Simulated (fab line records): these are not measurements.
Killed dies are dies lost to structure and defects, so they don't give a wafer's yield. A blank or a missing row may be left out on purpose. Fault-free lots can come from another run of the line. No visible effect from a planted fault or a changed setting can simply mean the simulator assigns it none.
The tool behind it: which one? / flow n5 finfet / 10 lots, 30 wafers sampled, at 5 steps of a route of 1938

## WHAT THE GAUGES READ, wafer by wafer
N5_ILD0_THK_MEAS_04.
lot=L737; measured=day 3 13:04; on=film metro-01; thk nm (nm)=197.9 197.4 198.2
lot=L741; measured=day 4 17:34; on=film metro-01; thk nm (nm)=198.5 197.8 197.6
lot=L745; measured=day 5 17:24; on=film metro-02; thk nm (nm)=196.9 199.0 195.9
lot=L746; measured=day 5 19:52; on=film metro-01; thk nm (nm)=198.8 200.4 200.0
lot=L747; measured=day 6 04:58; on=film metro-01; thk nm (nm)=195.1 196.2 195.9
lot=L754; measured=day 7 19:40; on=film metro-02; thk nm (nm)=195.5 196.2 194.9
lot=L755; measured=day 8 03:16; on=film metro-02; thk nm (nm)=196.1 194.6 196.3
lot=L757; measured=day 8 15:08; on=film metro-02; thk nm (nm)=196.4 198.1 197.0
lot=L759; measured=day 9 03:25; on=film metro-01; thk nm (nm)=198.1 198.9 198.0
lot=L760; measured=day 9 11:31; on=film metro-02; thk nm (nm)=197.4 195.5 195.3

N5_ILD0_THK_MEAS_08.
lot=L737; measured=day 3 13:23; on=film metro-01; thk nm (nm)=138.1 137.2 137.5
lot=L741; measured=day 4 17:53; on=film metro-01; thk nm (nm)=137.7 137.0 137.6
lot=L745; measured=day 5 17:43; on=film metro-01; thk nm (nm)=136.6 138.9 139.2
lot=L746; measured=day 5 20:11; on=film metro-01; thk nm (nm)=140.1 141.2 141.1
lot=L747; measured=day 6 05:18; on=film metro-02; thk nm (nm)=136.2 139.1 137.2
lot=L754; measured=day 7 19:59; on=film metro-02; thk nm (nm)=136.0 136.4 136.6
lot=L755; measured=day 8 03:36; on=film metro-01; thk nm (nm)=140.3 139.5 138.7
lot=L757; measured=day 8 15:28; on=film metro-02; thk nm (nm)=139.2 138.7 140.2
lot=L759; measured=day 9 03:44; on=film metro-02; thk nm (nm)=137.7 137.2 137.5
lot=L760; measured=day 9 11:50; on=film metro-02; thk nm (nm)=138.0 137.9 139.5

N5_BEOL_M4_RC_MEAS_101.
lot=L737; measured=day 7 20:04; on=prober-02; DIBL_N (mV/V)=37.4 35.6 36.4; DIBL_P (mV/V)=36.9 34.9 33.6; IOFF_N (nA/um)=0.164 0.128 0.141; IOFF_P (nA/um)=0.21 0.19 0.17; ION_N (uA/um)=676 659 662; ION_P (uA/um)=456 454 449; SS_N (mV/dec)=72.0 71.5 71.6; SS_P (mV/dec)=73.4 73.0 72.7; VT_N (mV)=247 251 254; VT_P (mV)=-252 -253 -255
lot=L741; measured=day 8 23:21; on=prober-02; DIBL_N (mV/V)=33.7 32.2 35.7; DIBL_P (mV/V)=35.3 33.5 37.8; IOFF_N (nA/um)=0.146 0.118 0.175; IOFF_P (nA/um)=0.19 0.17 0.23; ION_N (uA/um)=678 675 678; ION_P (uA/um)=463 466 463; SS_N (mV/dec)=71.2 70.8 70.7; SS_P (mV/dec)=73.1 72.7 73.7; VT_N (mV)=250 253 247; VT_P (mV)=-252 -250 -249
lot=L745; measured=day 10 03:58; on=prober-01; DIBL_N (mV/V)=37.1 34.3 34.3; DIBL_P (mV/V)=36.8 35.2 34.8; IOFF_N (nA/um)=0.180 0.130 0.132; IOFF_P (nA/um)=0.20 0.18 0.18; ION_N (uA/um)=669 658 672; ION_P (uA/um)=454 452 462; SS_N (mV/dec)=71.5 71.1 71.1; SS_P (mV/dec)=73.3 72.9 73.6; VT_N (mV)=251 256 251; VT_P (mV)=-251 -250 -252
lot=L746; measured=day 10 04:10; on=prober-02; DIBL_N (mV/V)=35.8 37.9 38.2; DIBL_P (mV/V)=35.5 37.8 37.7; IOFF_N (nA/um)=0.150 0.186 0.192; IOFF_P (nA/um)=0.20 0.24 0.24; ION_N (uA/um)=677 688 688; ION_P (uA/um)=467 472 466; SS_N (mV/dec)=71.9 72.2 71.8; SS_P (mV/dec)=73.4 73.6 73.8; VT_N (mV)=249 245 245; VT_P (mV)=-253 -248 -248
lot=L747; measured=day 10 18:43; on=prober-02; DIBL_N (mV/V)=36.3 36.4 37.7; DIBL_P (mV/V)=36.7 37.4 38.8; IOFF_N (nA/um)=0.166 0.165 0.180; IOFF_P (nA/um)=0.23 0.25 0.26; ION_N (uA/um)=679 678 672; ION_P (uA/um)=463 471 458; SS_N (mV/dec)=72.5 72.9 72.1; SS_P (mV/dec)=72.7 73.8 73.5; VT_N (mV)=248 249 248; VT_P (mV)=-246 -243 -247
lot=L754; measured=day 12 04:14; on=prober-01; DIBL_N (mV/V)=37.1 35.7 34.8; DIBL_P (mV/V)=38.1 36.5 35.1; IOFF_N (nA/um)=0.203 0.154 0.144; IOFF_P (nA/um)=0.22 0.20 0.18; ION_N (uA/um)=685 661 670; ION_P (uA/um)=463 463 455; SS_N (mV/dec)=71.5 71.4 70.7; SS_P (mV/dec)=73.6 73.8 72.9; VT_N (mV)=245 248 250; VT_P (mV)=-248 -248 -253
lot=L755; measured=day 12 22:20; on=prober-02; DIBL_N (mV/V)=37.0 38.7 38.2; DIBL_P (mV/V)=37.9 39.9 40.1; IOFF_N (nA/um)=0.177 0.218 0.195; IOFF_P (nA/um)=0.24 0.30 0.29; ION_N (uA/um)=694 711 689; ION_P (uA/um)=478 482 480; SS_N (mV/dec)=72.3 72.2 72.1; SS_P (mV/dec)=73.2 74.3 73.8; VT_N (mV)=245 244 244; VT_P (mV)=-245 -244 -244
lot=L757; measured=day 13 13:07; on=prober-02; DIBL_N (mV/V)=35.4 36.8 38.6; DIBL_P (mV/V)=35.1 36.5 39.2; IOFF_N (nA/um)=0.146 0.159 0.210; IOFF_P (nA/um)=0.20 0.22 0.27; ION_N (uA/um)=695 675 706; ION_P (uA/um)=478 466 479; SS_N (mV/dec)=71.2 71.7 72.0; SS_P (mV/dec)=72.2 73.2 74.0; VT_N (mV)=249 251 247; VT_P (mV)=-251 -248 -247
lot=L759; measured=day 13 15:26; on=prober-02; DIBL_N (mV/V)=34.6 35.0 37.1; DIBL_P (mV/V)=33.6 35.3 37.7; IOFF_N (nA/um)=0.128 0.139 0.180; IOFF_P (nA/um)=0.19 0.21 0.25; ION_N (uA/um)=664 657 682; ION_P (uA/um)=462 458 465; SS_N (mV/dec)=70.7 71.5 71.9; SS_P (mV/dec)=72.0 72.9 74.1; VT_N (mV)=253 253 247; VT_P (mV)=-247 -251 -247
lot=L760; measured=day 13 14:01; on=prober-01; DIBL_N (mV/V)=37.1 37.2 38.8; DIBL_P (mV/V)=39.3 38.6 40.2; IOFF_N (nA/um)=0.192 0.181 0.234; IOFF_P (nA/um)=0.30 0.27 0.31; ION_N (uA/um)=682 677 687; ION_P (uA/um)=472 469 468; SS_N (mV/dec)=70.9 72.6 72.1; SS_P (mV/dec)=74.7 73.8 74.1; VT_N (mV)=245 247 244; VT_P (mV)=-242 -246 -242

## EACH LOT AND THE TOOL THAT RAN IT (in order: tool; ch and the chambers of the sampled wafers; start)
lot=L737; N5_ILD0_LINER_00=ald sin-04 ch 0,1,3, day 3 10:25; N5_ILD0_CMP_12=cmp-02 ch 0,1,2, day 3 16:21
lot=L741; N5_ILD0_LINER_00=ald sin-01 ch 0,2,3, day 4 14:55; N5_ILD0_CMP_12=cmp-02 ch 0,3, day 4 20:54
lot=L745; N5_ILD0_LINER_00=ald sin-04 ch 0,1,3, day 5 14:44; N5_ILD0_CMP_12=cmp-02 ch 0,3, day 5 20:38
lot=L746; N5_ILD0_LINER_00=ald sin-02 ch 0,1,3, day 5 17:11; N5_ILD0_CMP_12=cmp-02 ch 0,1,3, day 5 23:13
lot=L747; N5_ILD0_LINER_00=ald sin-04 ch 0,1, day 6 02:19; N5_ILD0_CMP_12=cmp-02 ch 0,1,3, day 6 08:20
lot=L754; N5_ILD0_LINER_00=ald sin-04 ch 0,2, day 7 17:00; N5_ILD0_CMP_12=cmp-03 ch 0,1,3, day 7 22:58
lot=L755; N5_ILD0_LINER_00=ald sin-01 ch 0,1, day 8 00:37; N5_ILD0_CMP_12=cmp-03 ch 1,2, day 8 06:31
lot=L757; N5_ILD0_LINER_00=ald sin-04 ch 0,1,2, day 8 12:29; N5_ILD0_CMP_12=cmp-03 ch 0,2, day 8 18:25
lot=L759; N5_ILD0_LINER_00=ald sin-01 ch 0,1,2, day 9 00:23; N5_ILD0_CMP_12=cmp-03 ch 1,3, day 9 06:41
lot=L760; N5_ILD0_LINER_00=ald sin-04 ch 0,2,3, day 9 08:29; N5_ILD0_CMP_12=cmp-02 ch 0,2,3, day 9 14:48
- N5_ILD0_LINER_00: material SiNx, target thk 4 nm, pulse time 1 s, purge time 2 s.
- N5_ILD0_CMP_12: polishes SiNx, stops on poly-Si, t overpolish 6 s, target thk 17.67 nm.

## WHAT THE TOOLS THEMSELVES READ (means of the sampled wafers that have a number; where no wafer has one, the mark that the record gives instead)
N5_ILD0_LINER_00.
lot=L737; tool=ald sin-04; heater power w (W)=829; precursor pulse height rel=0.984
lot=L741; tool=ald sin-01; heater power w (W)=871; precursor pulse height rel=1.007
lot=L745; tool=ald sin-04; heater power w (W)=828; precursor pulse height rel=1.007
lot=L746; tool=ald sin-02; heater power w (W)=771; precursor pulse height rel=1.017
lot=L747; tool=ald sin-04; heater power w (W)=819; precursor pulse height rel=1.014
lot=L754; tool=ald sin-04; heater power w (W)=793; precursor pulse height rel=1.002
lot=L755; tool=ald sin-01; heater power w (W)=810; precursor pulse height rel=1.004
lot=L757; tool=ald sin-04; heater power w (W)=809; precursor pulse height rel=1.007
lot=L759; tool=ald sin-01; heater power w (W)=845; precursor pulse height rel=1.016
lot=L760; tool=ald sin-04; heater power w (W)=820; precursor pulse height rel=0.994

N5_ILD0_CMP_12.
lot=L737; tool=cmp-02; head pressure psi (psi)=2.497; motor current A (A)=8.6; overpolish run s (s)=6.000; time to endpoint s (s)=28.2
lot=L741; tool=cmp-02; head pressure psi (psi)=2.497; motor current A (A)=8.3; overpolish run s (s)=6.000; time to endpoint s (s)=27.8
lot=L745; tool=cmp-02; head pressure psi (psi)=2.502; motor current A (A)=8.7; overpolish run s (s)=6.005; time to endpoint s (s)=23.9
lot=L746; tool=cmp-02; head pressure psi (psi)=1.874; motor current A (A)=7.7; overpolish run s (s)=5.997; time to endpoint s (s)=37.3
lot=L747; tool=cmp-02; head pressure psi (psi)=1.881; motor current A (A)=7.4; overpolish run s (s)=6.005; time to endpoint s (s)=37.4
lot=L754; tool=cmp-03; head pressure psi (psi)=2.501; motor current A (A)=9.7; overpolish run s (s)=6.002; time to endpoint s (s)=27.0
lot=L755; tool=cmp-03; head pressure psi (psi)=2.506; motor current A (A)=9.6; overpolish run s (s)=5.991; time to endpoint s (s)=29.7
lot=L757; tool=cmp-03; head pressure psi (psi)=2.499; motor current A (A)=10.0; overpolish run s (s)=6.006; time to endpoint s (s)=30.5
lot=L759; tool=cmp-03; head pressure psi (psi)=2.500; motor current A (A)=9.4; overpolish run s (s)=5.995; time to endpoint s (s)=30.0
lot=L760; tool=cmp-02; head pressure psi (psi)=2.499; motor current A (A)=8.5; overpolish run s (s)=6.001; time to endpoint s (s)=24.2

## THE ANSWER, worked out from the rows above alone
Rule: what is usual is taken from the lots themselves. The widest of any qualifying gaps counts: lots, ordered by their means at a reading, are off when they make up no more than a third of the lots, leave a main group of 4 or more, and stand apart from it by 3 or more times the standard deviation of that group's means. A main group whose means are all the same, to the digits that the tables above print for the reading, isn't used. Also off: a lot with no number at a reading for which 4 or more lots have one. Where the step has rows for the other lots, those lots are counted as sound. The gauges are gone through in route order, then the tools' own readings, and for those a lot's mean is taken as printed above. The first step at which some lot is off is used, and at that step the reading that is off furthest; a lot without a number counts as furthest.
Off at N5_ILD0_CMP_12 (head pressure psi): L746, L747. The main group: mean 2.500 psi, standard deviation 0.0028.
A tool fits if, at that step or a process step before it, it ran every lot that is off, and no sound lot after the first of them. Of those tried, none fits.

## WHAT THE SIMULATOR HAD PUT IN
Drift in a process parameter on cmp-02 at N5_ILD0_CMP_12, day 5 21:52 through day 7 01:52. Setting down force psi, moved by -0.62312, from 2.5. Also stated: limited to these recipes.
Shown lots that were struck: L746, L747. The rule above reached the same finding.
